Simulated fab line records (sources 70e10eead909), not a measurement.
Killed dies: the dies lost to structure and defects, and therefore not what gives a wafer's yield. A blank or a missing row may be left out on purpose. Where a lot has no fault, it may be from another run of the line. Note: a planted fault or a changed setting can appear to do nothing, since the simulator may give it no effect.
The tool behind it: which one? / flow nandHarc / Sampling: 13 lots, 39 wafers, 4 of 1159 route steps

## WHAT THE GAUGES SHOWED, per wafer
No reading from a measuring or inspecting step in the record can be judged against a usual standard deviation.

## WHAT TOOL EACH LOT RAN ON (gives the tool, then ch and the chambers of the sampled wafers, and finally the start)
lot=L353; NHARC_A_BONDPAD_DEP_00=pecvd-01 ch 0,1,2, day 17 16:30; NHARC_A_BONDPAD_ETCH_12=rieDiel-07 ch 0,1,3, day 17 18:22 or earlier; NHARC_A_BONDPAD_ETCH_24=rieDiel-11 ch 0,2,3, day 17 18:22; NHARC_A_BONDPAD_PVD_17=pvdSputter-01, no start
lot=L354; NHARC_A_BONDPAD_DEP_00=pecvd-04 ch 0,1,2, day 18 01:19; NHARC_A_BONDPAD_ETCH_12=rieDiel-11 ch 0,2,3, day 18 03:34 or earlier; NHARC_A_BONDPAD_ETCH_24=rieDiel-11 ch 0,2,3, day 18 03:34; NHARC_A_BONDPAD_PVD_17=pvdSputter-02, no start
lot=L356; NHARC_A_BONDPAD_DEP_00=pecvd-04 ch 1,2, day 18 06:12; NHARC_A_BONDPAD_ETCH_12=rieDiel-10 ch 0,1,3, day 18 08:04 or earlier; NHARC_A_BONDPAD_ETCH_24=rieDiel-11 ch 0,1, day 18 08:04; NHARC_A_BONDPAD_PVD_17=pvdSputter-02, no start
lot=L355; NHARC_A_BONDPAD_DEP_00=pecvd-04 ch 0,1, day 18 06:57; NHARC_A_BONDPAD_ETCH_12=rieDiel-07 ch 0,2, day 18 08:58 or earlier; NHARC_A_BONDPAD_ETCH_24=rieDiel-10 ch 0,2,3, day 18 08:58; NHARC_A_BONDPAD_PVD_17=pvdSputter-03, no start
lot=L358; NHARC_A_BONDPAD_DEP_00=pecvd-01 ch 1,2, day 19 04:28; NHARC_A_BONDPAD_ETCH_12=rieDiel-07 ch 0,2,3, day 19 06:43 or earlier; NHARC_A_BONDPAD_ETCH_24=rieDiel-07 ch 0,1,2, day 19 06:43; NHARC_A_BONDPAD_PVD_17=pvdSputter-01, no start
lot=L357; NHARC_A_BONDPAD_DEP_00=pecvd-01 ch 0,1, day 19 07:43; NHARC_A_BONDPAD_ETCH_12=rieDiel-07 ch 0,1,2, day 19 09:43 or earlier; NHARC_A_BONDPAD_ETCH_24=rieDiel-07 ch 0,1,3, day 19 09:43; NHARC_A_BONDPAD_PVD_17=pvdSputter-02, no start
lot=L359; NHARC_A_BONDPAD_DEP_00=pecvd-04 ch 0,1, day 19 17:02; NHARC_A_BONDPAD_ETCH_12=rieDiel-10 ch 1,2,3, day 19 18:52 or earlier; NHARC_A_BONDPAD_ETCH_24=rieDiel-07 ch 0,2, day 19 18:52; NHARC_A_BONDPAD_PVD_17=pvdSputter-03, no start
lot=L362; NHARC_A_BONDPAD_DEP_00=pecvd-03 ch 0,2, day 20 11:49; NHARC_A_BONDPAD_ETCH_12=rieDiel-07 ch 2,3, day 20 13:50 or earlier; NHARC_A_BONDPAD_ETCH_24=rieDiel-07 ch 0,3, day 20 13:50; NHARC_A_BONDPAD_PVD_17=pvdSputter-02, no start
lot=L370; NHARC_A_BONDPAD_DEP_00=pecvd-01 ch 0,1,2, day 22 05:59; NHARC_A_BONDPAD_ETCH_12=rieDiel-07 ch 2,3, day 22 08:01 or earlier; NHARC_A_BONDPAD_ETCH_24=rieDiel-10 ch 0,1,2, day 22 08:01; NHARC_A_BONDPAD_PVD_17=pvdSputter-02, no start
lot=L373; NHARC_A_BONDPAD_DEP_00=pecvd-04 ch 0,1,2, day 22 07:18; NHARC_A_BONDPAD_ETCH_12=rieDiel-10 ch 0,3, day 22 09:09 or earlier; NHARC_A_BONDPAD_ETCH_24=rieDiel-10 ch 0,3, day 22 09:09; NHARC_A_BONDPAD_PVD_17=pvdSputter-02, no start
lot=L375; NHARC_A_BONDPAD_DEP_00=pecvd-03 ch 0,1,2, day 23 02:55; NHARC_A_BONDPAD_ETCH_12=rieDiel-07 ch 1,2, day 23 04:47 or earlier; NHARC_A_BONDPAD_ETCH_24=rieDiel-07 ch 1,2,3, day 23 04:47; NHARC_A_BONDPAD_PVD_17=pvdSputter-01, no start
lot=L376; NHARC_A_BONDPAD_DEP_00=pecvd-04 ch 1,2, day 23 07:57; NHARC_A_BONDPAD_ETCH_12=rieDiel-07 ch 2,3, day 23 09:54 or earlier; NHARC_A_BONDPAD_ETCH_24=rieDiel-07 ch 2,3, day 23 09:54; NHARC_A_BONDPAD_PVD_17=pvdSputter-03, no start
lot=L374; NHARC_A_BONDPAD_DEP_00=pecvd-03 ch 1,2, day 23 15:56; NHARC_A_BONDPAD_ETCH_12=rieDiel-07 ch 0,3, day 23 17:52 or earlier; NHARC_A_BONDPAD_ETCH_24=rieDiel-07 ch 0,2, day 23 17:52; NHARC_A_BONDPAD_PVD_17=pvdSputter-01, no start
- NHARC_A_BONDPAD_DEP_00: deposits SiCN, target thk 250 nm.
- NHARC_A_BONDPAD_ETCH_12: etches the open film in CHF3/O2, target depth 220 nm, time 110 s.
- NHARC_A_BONDPAD_ETCH_24: etches the open film in CF4/N2, target depth 30 nm, time 72.99 s.
- NHARC_A_BONDPAD_PVD_17: deposits TaN, target thk 5 nm, time 8.06 s.

## WHAT THE TOOLS THEMSELVES READ (means of the sampled wafers that have a number; where no wafer has one, the mark that the record gives instead)
NHARC_A_BONDPAD_DEP_00.
lot=L353; tool=pecvd-01; heaterPowerW (W)=609; rfFwdPowerW (W)=449.9
lot=L354; tool=pecvd-04; heaterPowerW (W)=542; rfFwdPowerW (W)=448.9
lot=L356; tool=pecvd-04; heaterPowerW (W)=583; rfFwdPowerW (W)=449.5
lot=L355; tool=pecvd-04; heaterPowerW (W)=541; rfFwdPowerW (W)=448.1
lot=L358; tool=pecvd-01; heaterPowerW (W)=561; rfFwdPowerW (W)=449.9
lot=L357; tool=pecvd-01; heaterPowerW (W)=581; rfFwdPowerW (W)=448.4
lot=L359; tool=pecvd-04; heaterPowerW (W)=504; rfFwdPowerW (W)=448.9
lot=L362; tool=pecvd-03; heaterPowerW (W)=552; rfFwdPowerW (W)=448.0
lot=L370; tool=pecvd-01; heaterPowerW (W)=603; rfFwdPowerW (W)=448.0
lot=L373; tool=pecvd-04; heaterPowerW (W)=571; rfFwdPowerW (W)=450.5
lot=L375; tool=pecvd-03; heaterPowerW (W)=551; rfFwdPowerW (W)=447.3
lot=L376; tool=pecvd-04; heaterPowerW (W)=571; rfFwdPowerW (W)=450.0
lot=L374; tool=pecvd-03; heaterPowerW (W)=552; rfFwdPowerW (W)=448.9

NHARC_A_BONDPAD_ETCH_12.
lot=L353; tool=rieDiel-07; drypumpMotorCurrentA (A)=5.61; oesProductAu (a.u.)=0.958; rfFwdPowerW (W)=496.0; rfVppV (V)=370.4; showerheadPlenumPTorr (Torr)=2.40; throttleValvePct (%)=20.572
lot=L354; tool=rieDiel-11; drypumpMotorCurrentA (A)=6.08; oesProductAu (a.u.)=0.916; rfFwdPowerW (W)=496.2; rfVppV (V)=369.6; showerheadPlenumPTorr (Torr)=2.36; throttleValvePct (%)=20.577
lot=L356; tool=rieDiel-10; drypumpMotorCurrentA (A)=5.41; oesProductAu (a.u.)=0.942; rfFwdPowerW (W)=497.9; rfVppV (V)=368.1; showerheadPlenumPTorr (Torr)=2.31; throttleValvePct (%)=20.568
lot=L355; tool=rieDiel-07; drypumpMotorCurrentA (A)=5.95; oesProductAu (a.u.)=0.975; rfFwdPowerW (W)=497.8; rfVppV (V)=372.6; showerheadPlenumPTorr (Torr)=2.52; throttleValvePct (%)=20.564
lot=L358; tool=rieDiel-07; drypumpMotorCurrentA (A)=5.76; oesProductAu (a.u.)=0.971; rfFwdPowerW (W)=498.0; rfVppV (V)=372.2; showerheadPlenumPTorr (Torr)=2.45; throttleValvePct (%)=20.567
lot=L357; tool=rieDiel-07; drypumpMotorCurrentA (A)=5.79; oesProductAu (a.u.)=0.939; rfFwdPowerW (W)=496.3; rfVppV (V)=372.8; showerheadPlenumPTorr (Torr)=2.47; throttleValvePct (%)=20.568
lot=L359; tool=rieDiel-10; drypumpMotorCurrentA (A)=5.52; oesProductAu (a.u.)=0.926; rfFwdPowerW (W)=497.2; rfVppV (V)=368.8; showerheadPlenumPTorr (Torr)=2.37; throttleValvePct (%)=20.575
lot=L362; tool=rieDiel-07; drypumpMotorCurrentA (A)=5.60; oesProductAu (a.u.)=0.949; rfFwdPowerW (W)=497.4; rfVppV (V)=370.1; showerheadPlenumPTorr (Torr)=2.40; throttleValvePct (%)=20.557
lot=L370; tool=rieDiel-07; drypumpMotorCurrentA (A)=5.62; oesProductAu (a.u.)=0.925; rfFwdPowerW (W)=497.8; rfVppV (V)=370.3; showerheadPlenumPTorr (Torr)=2.40; throttleValvePct (%)=20.569
lot=L373; tool=rieDiel-10; drypumpMotorCurrentA (A)=5.40; oesProductAu (a.u.)=0.935; rfFwdPowerW (W)=498.5; rfVppV (V)=369.7; showerheadPlenumPTorr (Torr)=2.34; throttleValvePct (%)=20.568
lot=L375; tool=rieDiel-07; drypumpMotorCurrentA (A)=5.68; oesProductAu (a.u.)=0.942; rfFwdPowerW (W)=497.2; rfVppV (V)=371.0; showerheadPlenumPTorr (Torr)=2.44; throttleValvePct (%)=20.566
lot=L376; tool=rieDiel-07; drypumpMotorCurrentA (A)=5.62; oesProductAu (a.u.)=0.914; rfFwdPowerW (W)=497.0; rfVppV (V)=371.3; showerheadPlenumPTorr (Torr)=2.40; throttleValvePct (%)=20.581
lot=L374; tool=rieDiel-07; drypumpMotorCurrentA (A)=5.72; oesProductAu (a.u.)=0.926; rfFwdPowerW (W)=495.7; rfVppV (V)=371.3; showerheadPlenumPTorr (Torr)=2.42; throttleValvePct (%)=20.572

NHARC_A_BONDPAD_ETCH_24.
lot=L353; tool=rieDiel-11; cf4FlowSccm (sccm)=49.96; drypumpMotorCurrentA (A)=6.1; n2FlowSccm (sccm)=100.0; oesProductAu (a.u.)=0.998; rfFwdPowerW (W)=297.0; rfVppV (V)=312.9; showerheadPlenumPTorr (Torr)=2.58; throttleValvePct (%)=19.802
lot=L354; tool=rieDiel-11; cf4FlowSccm (sccm)=49.95; drypumpMotorCurrentA (A)=6.1; n2FlowSccm (sccm)=99.9; oesProductAu (a.u.)=0.987; rfFwdPowerW (W)=296.5; rfVppV (V)=313.9; showerheadPlenumPTorr (Torr)=2.58; throttleValvePct (%)=19.795
lot=L356; tool=rieDiel-11; cf4FlowSccm (sccm)=49.80; drypumpMotorCurrentA (A)=6.4; n2FlowSccm (sccm)=99.9; oesProductAu (a.u.)=0.987; rfFwdPowerW (W)=295.7; rfVppV (V)=315.4; showerheadPlenumPTorr (Torr)=2.69; throttleValvePct (%)=19.792
lot=L355; tool=rieDiel-10; cf4FlowSccm (sccm)=50.06; drypumpMotorCurrentA (A)=5.7; n2FlowSccm (sccm)=99.8; oesProductAu (a.u.)=1.003; rfFwdPowerW (W)=297.3; rfVppV (V)=314.3; showerheadPlenumPTorr (Torr)=2.63; throttleValvePct (%)=19.802
lot=L358; tool=rieDiel-07; cf4FlowSccm (sccm)=49.93; drypumpMotorCurrentA (A)=5.8; n2FlowSccm (sccm)=99.9; oesProductAu (a.u.)=1.000; rfFwdPowerW (W)=297.5; rfVppV (V)=314.8; showerheadPlenumPTorr (Torr)=2.70; throttleValvePct (%)=19.793
lot=L357; tool=rieDiel-07; cf4FlowSccm (sccm)=50.06; drypumpMotorCurrentA (A)=5.6; n2FlowSccm (sccm)=100.1; oesProductAu (a.u.)=0.988; rfFwdPowerW (W)=298.3; rfVppV (V)=314.4; showerheadPlenumPTorr (Torr)=2.63; throttleValvePct (%)=19.791
lot=L359; tool=rieDiel-07; cf4FlowSccm (sccm)=49.87; drypumpMotorCurrentA (A)=6.0; n2FlowSccm (sccm)=99.7; oesProductAu (a.u.)=0.930; rfFwdPowerW (W)=298.4; rfVppV (V)=316.0; showerheadPlenumPTorr (Torr)=2.75; throttleValvePct (%)=19.799
lot=L362; tool=rieDiel-07; cf4FlowSccm (sccm)=50.01; drypumpMotorCurrentA (A)=5.7; n2FlowSccm (sccm)=99.8; oesProductAu (a.u.)=0.847; rfFwdPowerW (W)=297.4; rfVppV (V)=314.3; showerheadPlenumPTorr (Torr)=2.65; throttleValvePct (%)=19.793
lot=L370; tool=rieDiel-10; cf4FlowSccm (sccm)=50.08; drypumpMotorCurrentA (A)=5.7; n2FlowSccm (sccm)=100.0; oesProductAu (a.u.)=1.000; rfFwdPowerW (W)=297.5; rfVppV (V)=313.1; showerheadPlenumPTorr (Torr)=2.59; throttleValvePct (%)=19.789
lot=L373; tool=rieDiel-10; cf4FlowSccm (sccm)=49.90; drypumpMotorCurrentA (A)=5.4; n2FlowSccm (sccm)=100.1; oesProductAu (a.u.)=1.010; rfFwdPowerW (W)=297.4; rfVppV (V)=313.5; showerheadPlenumPTorr (Torr)=2.56; throttleValvePct (%)=19.789
lot=L375; tool=rieDiel-07; cf4FlowSccm (sccm)=49.97; drypumpMotorCurrentA (A)=5.6; n2FlowSccm (sccm)=99.7; oesProductAu (a.u.)=0.985; rfFwdPowerW (W)=298.5; rfVppV (V)=314.7; showerheadPlenumPTorr (Torr)=2.65; throttleValvePct (%)=19.798
lot=L376; tool=rieDiel-07; cf4FlowSccm (sccm)=50.01; drypumpMotorCurrentA (A)=5.6; n2FlowSccm (sccm)=99.7; oesProductAu (a.u.)=0.995; rfFwdPowerW (W)=298.8; rfVppV (V)=314.9; showerheadPlenumPTorr (Torr)=2.62; throttleValvePct (%)=19.785
lot=L374; tool=rieDiel-07; cf4FlowSccm (sccm)=50.01; drypumpMotorCurrentA (A)=5.9; n2FlowSccm (sccm)=99.8; oesProductAu (a.u.)=0.998; rfFwdPowerW (W)=296.7; rfVppV (V)=315.2; showerheadPlenumPTorr (Torr)=2.72; throttleValvePct (%)=19.796

NHARC_A_BONDPAD_PVD_17.
lot=L353; tool=pvdSputter-01; biasV (V)=168.6; chamberPressurePa (Pa)=0.12033; throttleValvePct (%)=29.3
lot=L354; tool=pvdSputter-02; biasV (V)=168.5; chamberPressurePa (Pa)=0.11990; throttleValvePct (%)=30.1
lot=L356; tool=pvdSputter-02; biasV (V)=167.7; chamberPressurePa (Pa)=0.11997; throttleValvePct (%)=30.1
lot=L355; tool=pvdSputter-03; biasV (V)=167.6; chamberPressurePa (Pa)=0.11980; throttleValvePct (%)=30.4
lot=L358; tool=pvdSputter-01; biasV (V)=167.5; chamberPressurePa (Pa)=0.12021; throttleValvePct (%)=29.9
lot=L357; tool=pvdSputter-02; biasV (V)=170.5; chamberPressurePa (Pa)=0.11994; throttleValvePct (%)=30.0
lot=L359; tool=pvdSputter-03; biasV (V)=168.0; chamberPressurePa (Pa)=0.11986; throttleValvePct (%)=31.2
lot=L362; tool=pvdSputter-02; biasV (V)=170.5; chamberPressurePa (Pa)=0.11982; throttleValvePct (%)=30.7
lot=L370; tool=pvdSputter-02; biasV (V)=165.8; chamberPressurePa (Pa)=0.12003; throttleValvePct (%)=29.8
lot=L373; tool=pvdSputter-02; biasV (V)=169.5; chamberPressurePa (Pa)=0.12010; throttleValvePct (%)=30.6
lot=L375; tool=pvdSputter-01; biasV (V)=168.7; chamberPressurePa (Pa)=0.12003; throttleValvePct (%)=29.7
lot=L376; tool=pvdSputter-03; biasV (V)=168.0; chamberPressurePa (Pa)=0.11988; throttleValvePct (%)=31.2
lot=L374; tool=pvdSputter-01; biasV (V)=167.2; chamberPressurePa (Pa)=0.12013; throttleValvePct (%)=29.4

## THE ANSWER, worked out from the rows above alone
Rule: usual is defined by the lots themselves. Put in order of their means at a reading, lots are off if they are a third of the lots or fewer, leave a main group of 4 or more, and stand apart from it by a gap of 3 or more times the standard deviation of the main group's means; of several such gaps the widest counts. If all means in a main group match to the digits the tables above print for the reading, that group is not used. A lot without any number at a reading at which 4 lots or more have one is off too. Any other lot the step has rows for is counted as sound. First the gauges in route order, then the tools' own readings, where a lot's mean is used as printed above. At the first step where some lot is off, the reading lying furthest off is the one used; lots without a number count as furthest.
Off at NHARC_A_BONDPAD_ETCH_24 (oesProductAu): L359, L362. Mean 0.996 a.u. and standard deviation 0.0076 in the main group.
If a tool, at that step or one of the process steps before it, ran each lot that is off and ran no sound lot following the first of them, it fits. Because NHARC_A_BONDPAD_ETCH_12 lacks a start for some lots, the hours and order of its lots are taken from NHARC_A_BONDPAD_ETCH_24. Not one of the candidates tried fits.

## WHAT THE SIMULATOR HAD PUT IN
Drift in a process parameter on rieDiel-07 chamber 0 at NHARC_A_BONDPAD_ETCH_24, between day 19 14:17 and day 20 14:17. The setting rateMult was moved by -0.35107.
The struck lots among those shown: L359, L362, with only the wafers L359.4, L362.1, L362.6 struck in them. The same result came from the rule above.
